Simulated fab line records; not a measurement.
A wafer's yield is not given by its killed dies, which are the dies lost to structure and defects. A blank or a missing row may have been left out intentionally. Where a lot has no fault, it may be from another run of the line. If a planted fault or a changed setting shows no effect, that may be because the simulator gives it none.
Which tool was responsible? -- flow nand_harc -- Sampling: 24 lots, 72 wafers, 4 of 1159 route steps

WHAT EACH GAUGE READ, for each wafer
NHARC_P_CONTACT_OVL_MEAS_13. Usual: overlay_x_nm 0.1 nm, standard deviation 0.96; overlay_y_nm 0.1 nm, standard deviation 0.88.
lot,measured,on,overlay_x_nm (nm),overlay_y_nm (nm),flag
L074,day 5 18:07,overlay-02,-0.3 -0.7 -0.5,0.0 -0.1 0.4,
L075,day 5 19:17,overlay-01,0.5 0.7 0.2,-0.1 0.3 -0.1,
L076,day 6 07:59,overlay-01,-0.7 -1.0 -0.9,-1.3 -0.7 -0.4,
L077,day 6 09:17,overlay-02,0.0 0.1 -0.4,-1.0 -1.6 -1.4,
L079,day 6 14:25,overlay-01,0.7 0.3 0.4,-0.5 -0.6 -0.3,
L078,day 6 15:15,overlay-01,-0.4 -0.5 0.0,-0.7 -0.8 -0.4,
L081,day 7 08:29,overlay-02,1.4 1.4 1.1,0.4 1.2 0.4,
L082,day 7 08:44,overlay-02,-0.2 -0.3 -0.3,0.1 -0.1 0.3,
L080,day 7 09:26,overlay-01,-1.4 -1.6 -1.1,-1.8 -0.7 -1.0,
L083,day 7 19:26,overlay-01,-0.1 0.1 -0.1,0.9 1.2 1.2,
L084,day 7 20:40,overlay-01,0.3 0.6 0.1,1.3 1.8 1.1,
L086,day 8 20:40,overlay-01,-0.7 -0.6 -1.2,0.3 0.8 0.2,
L085,day 8 21:34,overlay-02,-0.4 -1.0 -0.9,0.1 0.0 0.0,
L087,day 8 22:35,overlay-02,-0.2 -0.4 -0.4,0.3 0.0 0.5,
L088,day 9 03:20,overlay-01,0.4 0.5 0.8,-1.3 -0.7 -1.4,
L089,day 9 08:31,overlay-02,-1.6 -2.3 -1.6,1.6 1.8 1.4,
L090,day 9 16:24,overlay-02,1.4 0.8 1.5,1.0 0.9 0.0,
L091,day 9 21:46,overlay-01,0.4 0.3 -0.1,0.1 0.2 0.2,
L093,day 10 02:41,overlay-01,-0.7 0.5 0.3,0.0 -0.2 -0.1,
L092,day 10 03:42,overlay-01,1.0 1.8 1.3,-1.2 -0.9 -1.0,
L095,day 10 20:08,overlay-02,1.3 1.6 1.1,0.3 0.2 0.4,
L094,day 10 20:43,overlay-01,-0.1 -0.6 -0.4,1.8 1.9 1.5,
L096,day 11 03:17,overlay-02,2.1 2.0 2.4,0.2 -0.2 -0.1,
L097,day 11 03:51,overlay-02,0.1 -0.5 -0.4,-0.7 -0.5 -1.0,

NHARC_P_M0_THK_MEAS_24: measures by xrf. Usual: thk_nm at 117.5 nm, with a standard deviation of 1.4.
lot,measured,on,thk_nm (nm),flag
L074,day 6 10:08,film_metro-01,116.1 114.8 117.1,
L075,day 6 10:44,film_metro-02,117.4 118.4 117.8,
L076,day 6 15:56,film_metro-01,116.3 116.5 114.4,
L077,day 6 16:34,film_metro-01,119.4 115.8 116.5,
L079,day 7 00:23,film_metro-01,119.3 117.7 117.3,
L078,day 7 05:08,film_metro-01,119.0 116.0 116.1,
L081,day 7 15:37,film_metro-02,120.0 117.8 116.5,
L082,day 7 15:47,film_metro-01,119.1 117.1 117.5,
L080,day 7 16:30,film_metro-01,118.0 119.9 118.0,
L083,day 8 03:26,film_metro-01,119.4 117.7 117.6,
L084,day 8 04:56,film_metro-01,116.4 116.6 117.4,
L086,day 9 03:18,film_metro-02,118.5 115.3 117.6,
L085,day 9 05:02,film_metro-02,116.9 117.3 118.8,
L087,day 9 06:47,film_metro-02,120.6 120.9 118.0,
L088,day 9 09:55,film_metro-02,116.8 117.7 115.8,
L089,day 9 23:38,film_metro-01,115.9 116.6 117.8,
L090,day 10 06:36,film_metro-02,117.3 119.0 119.1,
L091,day 10 07:45,film_metro-02,115.2 115.3 114.9,
L093,day 10 09:16,film_metro-02,121.3 118.8 119.2,
L092,day 10 10:11,film_metro-01,117.5 117.7 117.4,
L095,day 11 05:48,film_metro-02,117.7 118.1 116.9,
L094,day 11 06:17,film_metro-02,117.9 118.2 117.7,
L096,day 11 13:27,film_metro-02,116.8 118.5 117.8,
L097,day 11 17:08,film_metro-01,117.1 119.2 114.6,

NHARC_P_M0_INSPECT_27. Usual: raw_defect_count at 293, with a standard deviation of 110.
lot,measured,on,raw_defect_count,flag
L074,day 6 10:18,defect_inspect-01,239 386 304,
L075,day 6 10:53,defect_inspect-01,392 144 393,
L076,day 6 16:07,defect_inspect-01,271 160 121,
L077,day 6 16:43,defect_inspect-02,314 567 276,
L079,day 7 00:32,defect_inspect-02,217 166 201,
L078,day 7 05:18,defect_inspect-02,372 549 278,
L081,day 7 15:47,defect_inspect-01,443 363 260,
L082,day 7 15:57,defect_inspect-02,229 247 189,
L080,day 7 16:39,defect_inspect-01,267 146 199,
L083,day 8 03:36,defect_inspect-02,213 362 297,
L084,day 8 05:06,defect_inspect-02,288 311 420,
L086,day 9 03:28,defect_inspect-02,388 692 588,
L085,day 9 05:12,defect_inspect-01,300 237 264,
L087,day 9 06:57,defect_inspect-02,234 184 247,
L088,day 9 10:04,defect_inspect-02,157 265 160,
L089,day 9 23:47,defect_inspect-02,422 351 217,
L090,day 10 06:46,defect_inspect-01,196 361 318,
L091,day 10 07:55,defect_inspect-02,392 335 387,
L093,day 10 09:26,defect_inspect-01,384 388 354,
L092,day 10 10:20,defect_inspect-02,434 273 221,
L095,day 11 05:58,defect_inspect-01,245 226 122,
L094,day 11 06:27,defect_inspect-02,244 195 177,
L096,day 11 13:37,defect_inspect-01,401 231 195,
L097,day 11 17:18,defect_inspect-01,237 384 285,

NHARC_P_M1_CD_MEAS_16. Usual: cd_nm at 129.9 nm, with a standard deviation of 0.87.
lot,measured,on,cd_nm (nm),flag
L074,day 6 12:14,cd_sem-02,130.9 131.1 130.4,
L075,day 6 12:39,cd_sem-01,129.6 130.8 129.5,
L076,day 6 17:59,cd_sem-01,130.3 129.3 129.2,
L077,day 6 18:44,cd_sem-01,130.0 131.2 129.9,
L079,day 7 02:18,cd_sem-03,129.2 130.1 128.9,
L078,day 7 07:16,cd_sem-01,129.8 130.3 130.1,
L081,day 7 17:46,cd_sem-02,130.3 129.2 131.1,
L082,day 7 17:55,cd_sem-03,130.9 129.7 129.7,
L080,day 7 18:34,cd_sem-01,129.5 130.7 129.8,
L083,day 8 05:25,cd_sem-01,130.1 130.8 129.7,
L084,day 8 06:54,cd_sem-01,129.9 130.2 130.8,
L086,day 9 05:49,cd_sem-03,130.2 130.1 129.6,
L085,day 9 07:05,cd_sem-03,130.5 130.3 131.1,
L087,day 9 09:07,cd_sem-03,129.1 130.9 130.5,
L088,day 9 11:58,cd_sem-02,130.4 129.4 130.9,
L089,day 10 01:36,cd_sem-03,130.1 130.8 129.6,
L090,day 10 08:41,cd_sem-02,128.4 128.4 129.0,
L091,day 10 09:42,cd_sem-01,130.2 128.7 129.0,
L093,day 10 11:23,cd_sem-03,132.3 131.5 130.5,
L092,day 10 12:17,cd_sem-03,130.5 129.9 129.6,
L095,day 11 07:53,cd_sem-01,128.8 129.5 129.2,
L094,day 11 08:19,cd_sem-02,131.1 130.0 130.5,
L096,day 11 15:30,cd_sem-03,130.2 130.6 129.8,
L097,day 11 19:05,cd_sem-01,129.0 128.3 128.8,

EACH LOT AND THE TOOL THAT RAN IT (in order: tool; ch and the chambers of the sampled wafers; start)
The record holds no process step before these readings.

AS READ BY THE TOOLS THEMSELVES (means over the sampled wafers that have a number; for cases with no such wafer, the mark the record gives instead)
The record holds no such reading with a usual standard deviation.

THE ANSWER, worked out from the rows above alone
Rule: lot off if the mean of its wafers having a number is beyond 3 standard deviations from the usual mean. Also off: a lot with no number at a reading for which 4 or more lots have one. The other lots that the step has rows for count as sound. The gauges are gone through in route order, then the tools' own readings, and for those a lot's mean is taken as printed above. The first step at which some lot is off is used, and at that step the reading that is off furthest; a lot without a number counts as furthest.
Across all readings shown, no lot is off: no conclusion can be drawn from this.

WHAT THE SIMULATOR PUT IN
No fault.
